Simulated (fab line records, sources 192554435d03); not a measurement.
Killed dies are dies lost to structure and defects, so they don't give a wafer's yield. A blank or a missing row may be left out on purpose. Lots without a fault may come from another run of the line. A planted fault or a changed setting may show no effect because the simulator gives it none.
Chamber matching | flow n5_finfet | N5_BEOL_M1_CO_CAP_55 on cvd_co-02: 3 sister chambers
The step material Co, precursor CCTBA/H2, target thk 2 nm, time 102.1 s. 3 wafers are shown with their chamber, then 12 later ones without.

WAFERS WITH THEIR CHAMBER
wafer  | chamber | heater_power_w (W)
L088.3 | 1       | 244
L089.1 | 2       | 258
L089.4 | 0       | 255

WAFERS WITHOUT THEIR CHAMBER
wafer  | heater_power_w (W)
L091.3 | 262
L091.4 | 262
L091.6 | 248
L090.2 | 269
L090.3 | 242
L090.5 | 260
L096.2 | 256
L096.3 | 255
L096.5 | 257
L097.2 | 263
L097.4 | 263
L097.5 | 256

WHICH CHAMBER EACH WENT THROUGH
wafer  | from the rows above          | in truth
L091.3 | can't be placed: 2 or 0      | 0
L091.4 | can't be placed: 2 or 0      | 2
L091.6 | can't be placed: 1 or 0 or 2 | 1
L090.2 | can't be placed: 2 or 0      | 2
L090.3 | 1                            | 1
L090.5 | can't be placed: 2 or 0      | 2
L096.2 | can't be placed: 0 or 2      | 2
L096.3 | can't be placed: 0 or 2      | 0
L096.5 | can't be placed: 2 or 0      | 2
L097.2 | can't be placed: 2 or 0      | 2
L097.4 | can't be placed: 2 or 0      | 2
L097.5 | can't be placed: 0 or 2      | 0
Placed correctly: 1 of 12. Can't be placed from these rows: 11 (the true chamber is among the candidates in 11). Placed wrongly: 0.
How it was worked out, from the rows above alone: a wafer's distance from a chamber is the root of the sum, over the readings, of the square of ((its reading less the chamber's mean) divided by the reading's scatter). The wafer belongs to the nearest chamber; if the next one is less than 2 further off, it can't be placed. A chamber's mean is the mean of its shown wafers. The scatter: with one shown wafer a chamber, the root of the mean of the squares of how far each hidden wafer lies from its nearest shown one.
